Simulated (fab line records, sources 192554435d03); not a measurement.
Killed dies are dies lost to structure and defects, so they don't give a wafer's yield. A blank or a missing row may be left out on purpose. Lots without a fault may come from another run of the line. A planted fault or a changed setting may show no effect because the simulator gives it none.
fab line records | flow n5_finfet
record lots=11 wafers=33 last_day=18
route steps=1938 shown BEOL_M9@1437 BEOL_M10@1471
lots that met no fault: from a run of the same line without faults
start_h: hours from the record's first day to the start of the lot's first wafer shown | wait_h: hours since the lot's step before | " the same as in the row above | L1.1+2: a row that stands for several wafers | - no value, or no start given | * or withheld: withheld | < > ~ a bound
route shown NAME@n: a module of which the file shows steps, and the number in the route of the first | usual: mean/standard deviation of fault-free wafers | same: alike in all rows | chamber/n: place in a boat | sites: the reading at each site | _std_site: their standard deviation | _edge_site: outer sites' mean less inner sites' | radius_mm: how far each site lies from the wafer's centre | mask NAME#n: copy n | behind: the tool/chamber that last shaped the wafer | hold: why the lot was held/for how many hours/how that ended | device: the transistor (n, p or np) that didn't switch | end of line: the same wafers' tests at the end of the route | a step without rows: its recipe alone | killed: dies lost to structure and defects at the first sort, not the wafer's yield | map: a wafer's dies, x killed, . not, _ none there
set.NAME: the setting as run; set.NAME@STEP: as run at that earlier step | model.NAME: the simulator's own value behind a step, which no gauge read
steps of the route over a sample of lots; a table a step, a row a wafer
services: from which hour (start_h, from the record's first day; less than 0 if before it) a tool's chamber was out of use, for how many hours, and why
## steps
# step N5_BEOL_M9_DESCUM_33
# recipe chemistry=O2 time_s=7 source_power_w=50 bias_power_w=20 pressure_mtorr=20 rf_frequency_hz=2.712e+07 temp_c=40 resist=CAR-EUV o2_flow_sccm=225
# usual drypump_motor_current_A=5.6/0.39 oes_product_au=0.77/0.081 rf_vpp_V=242.8/1.3 showerhead_plenum_p_Torr=2.08/0.063 throttle_valve_pct=20.51/0.24
# columns lot.wafer tool chamber start_h wait_h drypump_motor_current_A oes_product_au rf_hours_counter_h rf_vpp_V showerhead_plenum_p_Torr throttle_valve_pct
L961.1 rie_diel-06 3 209.09 0.1 5.2 0.74 171 243.1 2.18 20.24
L961.2 " 2 " " 5.9 0.71 210 245.0 2.16 20.54
L961.3 " 1 " " 5.8 0.73 157 241.7 2.01 20.67
L963.2 rie_diel-05 1 213.99 0.0 5.5 0.71 196 242.0 1.99 20.58
L963.3 " 0 " " 6.0 0.71 204 244.8 2.16 20.86
L963.4 " 2 " " 5.1 0.86 61 243.4 2.11 20.27
L962.1 rie_diel-05 2 214.42 0.2 5.1 0.85 61 242.8 2.11 20.29
L962.3 " 3 " " 5.6 0.81 96 242.0 2.03 20.22
L962.4 " 1 " " 5.5 0.71 196 241.7 1.99 20.59
L964.1 rie_diel-06 3 224.05 0.0 5.2 0.74 178 244.8 2.17 20.26
L964.2 " 1 " " 5.7 0.73 164 241.0 2.01 20.69
L964.5 " 1 " " 5.7 0.73 - 241.6 2.01 20.68
L968.3 rie_diel-04 0 242.32 0.0 5.6 0.81 78 242.2 2.04 20.55
L968.4 " 3 " " 5.1 0.76 161 243.9 2.08 20.73
L968.5 " 1 " " 5.9 0.67 - 244.3 2.14 20.52
L975.1 rie_diel-06 3 296.24 0.0 5.2 0.73 200 244.0 2.16 20.29
L975.5 " 0 " " 5.7 0.92 - 243.7 2.13 20.00
L975.6 " 1 " " 5.8 0.70 - 243.0 2.00 20.73
L976.3 rie_diel-05 1 296.47 0.1 5.6 0.69 222 241.3 1.98 20.64
L976.5 " 1 " " 5.5 0.68 - 241.1 1.99 20.63
L976.6 " 0 " " 6.0 0.70 - 245.9 2.15 20.88
L979.2 rie_diel-05 1 316.31 0.0 5.5 0.68 229 241.8 1.98 20.64
L979.3 " 0 " " 6.0 0.69 238 244.1 2.15 20.91
L979.4 " 2 " " 5.1 0.82 88 243.1 2.10 20.33
L980.1 rie_diel-05 3 330.42 0.0 5.6 0.78 135 243.0 2.02 20.26
L980.4 " 1 " " 5.5 0.68 233 241.0 1.98 20.65
L980.5 " 3 " " 5.6 0.78 - 241.1 2.02 20.26
L981.2 rie_diel-06 1 344.32 0.5 5.8 0.69 203 240.9 2.00 20.76
L981.4 " 1 " " 5.8 0.70 - 241.0 2.00 20.75
L981.6 " 3 " " 5.2 0.71 - 243.6 2.16 20.30
L983.1 rie_diel-05 2 359.50 0.0 5.1 0.80 100 242.2 2.10 20.35
L983.3 " 3 " " 5.7 0.77 143 241.3 2.01 20.29
L983.5 " 1 " " 5.6 0.67 - 241.0 1.98 20.65
# step N5_BEOL_M9_SURFACE_TREAT_79
# recipe gas=Ar time_s=* ion_energy_ev=* ion_current_ma_cm2=0.5 pressure_mtorr=* ar_flow_sccm=30
# usual ar_flow_sccm=29.99/0.094 throttle_valve_pct=*
# columns lot.wafer tool chamber start_h wait_h ar_flow_sccm throttle_valve_pct
L961.1 pvd_sputter-03 - 212.71 0.2 29.90 *
L961.2 " - " " 29.90 *
L961.3 " - " " 30.03 *
L963.2 pvd_sputter-03 - 215.69 0.3 29.93 *
L963.3 " - " " 30.02 *
L963.4 " - " " 30.01 *
L962.1 pvd_sputter-03 - 216.07 0.3 30.08 *
L962.3 " - " " 29.97 *
L962.4 " - " " 30.19 *
L964.1 pvd_sputter-03 - 225.53 0.2 30.06 *
L964.2 " - " " 29.99 *
L964.5 " - " " 29.93 *
L968.3 pvd_sputter-03 - 243.81 0.2 30.00 *
L968.4 " - " " 29.99 *
L968.5 " - " " 30.09 *
L975.1 pvd_sputter-03 - 297.93 0.2 30.00 *
L975.5 " - " " 29.86 *
L975.6 " - " " 29.84 *
L976.3 pvd_sputter-02 - 298.24 0.3 29.93 *
L976.5 " - " " 29.89 *
L976.6 " - " " 29.99 *
L979.2 pvd_sputter-02 - 318.06 0.2 30.03 *
L979.3 " - " " 29.97 *
L979.4 " - " " 29.96 *
L980.1 pvd_sputter-03 - 331.95 0.2 29.99 *
L980.4 " - " " 29.94 *
L980.5 " - " " 30.07 *
L981.2 pvd_sputter-03 - 347.03 0.2 29.80 *
L981.4 " - " " 30.02 *
L981.6 " - " " 30.22 *
L983.1 pvd_sputter-03 - 361.13 0.2 30.11 *
L983.3 " - " " 29.89 *
L983.5 " - " " 30.04 *
# step N5_BEOL_M9_CVD_78
# recipe material=Co target_thk_a=20 temp_c=withheld precursor=CCTBA/H2 pressure_torr=30 time_s=138.9
# usual run_length_s=162.2/0.45
# columns lot.wafer tool chamber start_h wait_h run_length_s
L961.1 cvd_co-01 2 213.00 0.3 162.5
L961.2 " 0 " " 162.4
L961.3 " 1 " " 161.8
L963.2 cvd_co-01 1 215.81 0.1 161.8
L963.3 " 0 " " 162.9
L963.4 " 0 " " 162.6
L962.1 cvd_co-01 2 216.13 0.0 108.3
L962.3 " 0 " " 162.1
L962.4 " 0 " " 162.8
L964.1 cvd_co-01 2 225.70 0.1 108.2
L964.2 " 0 " " 162.2
L964.5 " 1 " " 107.4
L968.3 cvd_co-01 1 243.87 0.0 162.0
L968.4 " 0 " " 162.2
L968.5 " 1 " " 107.2
L975.1 cvd_co-01 0 297.99 0.0 162.6
L975.5 " 0 " " 162.1
L975.6 " 1 " " 162.6
L976.3 cvd_co-01 0 298.30 0.0 163.0
L976.5 " 2 " " 162.3
L976.6 " 0 " " 162.2
L979.2 cvd_co-02 0 318.12 0.0 161.5
L979.3 " 1 " " 163.3
L979.4 " 0 " " 161.5
L980.1 cvd_co-02 1 332.03 0.1 162.1
L980.4 " 1 " " 162.9
L980.5 " 2 " " 162.1
L981.2 cvd_co-01 0 347.28 0.2 162.2
L981.4 " 0 " " 162.4
L981.6 " 0 " " 162.4
L983.1 cvd_co-01 2 361.24 0.1 163.0
L983.3 " 0 " " 162.4
L983.5 " 0 " " 162.1
# step N5_BEOL_M10_CURE_71
# recipe temp_c=385 time_s=240 ambient=He/Ar material=SiCOH_lowk
# usual lamp_power_pct=52.30/0.053 wafer_temp_C_max=387.2/0.58
# columns lot.wafer tool chamber start_h wait_h lamp_power_pct wafer_temp_C_max
L961.1 uv_cure-01 0 214.22 0.0 52.22 386.7
L961.2 " 0 " " 52.33 387.0
L961.3 " 0 " " 52.32 386.5
L962.1 uv_cure-02 1 217.74 0.1 52.44 388.4
L962.3 " 1 " " 52.46 386.6
L962.4 " 1 " " 52.31 387.6
L963.2 uv_cure-01 1 217.74 0.4 52.34 386.6
L963.3 " 1 " " 52.28 386.6
L963.4 " 1 " " 52.30 386.1
L964.1 uv_cure-02 1 226.94 0.1 52.27 387.8
L964.2 " 1 " " 52.30 388.6
L964.5 " 1 " " 52.20 388.0
L968.3 uv_cure-01 0 245.48 0.3 52.34 387.3
L968.4 " 0 " " 52.30 387.2
L968.5 " 0 " " 52.20 387.3
L975.1 uv_cure-01 0 299.70 0.0 52.41 387.1
L975.5 " 0 " " 52.33 387.2
L975.6 " 0 " " 52.34 387.3
L976.3 uv_cure-02 0 300.13 0.2 52.30 387.2
L976.5 " 0 " " 52.32 387.4
L976.6 " 0 " " 52.26 387.3
L979.2 uv_cure-01 0 319.63 0.1 52.35 387.0
L979.3 " 0 " " 52.22 386.9
L979.4 " 0 " " 52.30 388.3
L980.1 uv_cure-02 1 333.74 0.0 52.31 386.7
L980.4 " 1 " " 52.34 388.4
L980.5 " 1 " " 52.31 387.1
L981.2 uv_cure-03 2 348.66 0.1 52.32 387.6
L981.4 " 2 " " 52.34 388.4
L981.6 " 2 " " 52.23 387.8
L983.1 uv_cure-03 1 363.29 0.0 52.33 386.4
L983.3 " 1 " " 52.33 386.5
L983.5 " 1 " " 52.32 386.4
## services
# columns tool chamber start_h hours kind
rie_diel-06 0 208.32 - clean
rie_diel-06 0 208.32 - consumable_replace:focus_ring
rie_diel-06 0 208.32 17.7 scheduled_down
uv_cure-03 - 213.10 1.4 repair
cvd_co-02 - 225.46 0.6 repair
uv_cure-02 - 231.35 0.9 repair
uv_cure-01 - 234.10 7.5 pm
uv_cure-03 - 244.42 7.1 pm
uv_cure-02 - 260.00 7.5 pm
uv_cure-01 - 271.15 0.8 repair
uv_cure-02 - 283.03 0.3 repair
rie_diel-04 - 284.96 14.6 pm
uv_cure-02 - 323.36 7.1 pm
cvd_co-01 1 333.33 - clean
cvd_co-01 1 333.33 22.0 scheduled_down
cvd_co-01 1 333.33 22.0 vent_cycle
rie_diel-04 1 335.55 41.2 repair
uv_cure-01 - 341.82 2.8 pm
pvd_sputter-02 - 347.06 1.0 repair
cvd_co-01 - 350.63 0.7 repair
rie_diel-05 0 361.04 - clean
rie_diel-05 0 361.04 - consumable_replace:focus_ring
rie_diel-05 0 361.04 27.7 scheduled_down
rie_diel-05 0 361.04 27.7 vent_cycle
## key
first_sign step=N5_BEOL_M9_CVD_78 reading=run_length_s direction=down sigmas=99+ usual=* struck=*
effect none on later readings
met_at N5_BEOL_M9_CVD_78
struck_lots L962,L964,L968
struck_wafers L962.1,L964.1,L964.5,L968.5
not_acting_at N5_BEOL_M9_DESCUM_33,N5_BEOL_M9_SURFACE_TREAT_79,N5_BEOL_M10_CURE_71
onset_between 215.81 216.13
fault kind=process_parameter_drift tool=cvd_co-01 chamber=- onset_h=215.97 steps=N5_BEOL_M9_CVD_78 channel=time_s offset=* shape=step end_h=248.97 scope=struck_wafers_only acts_in=* stated=*
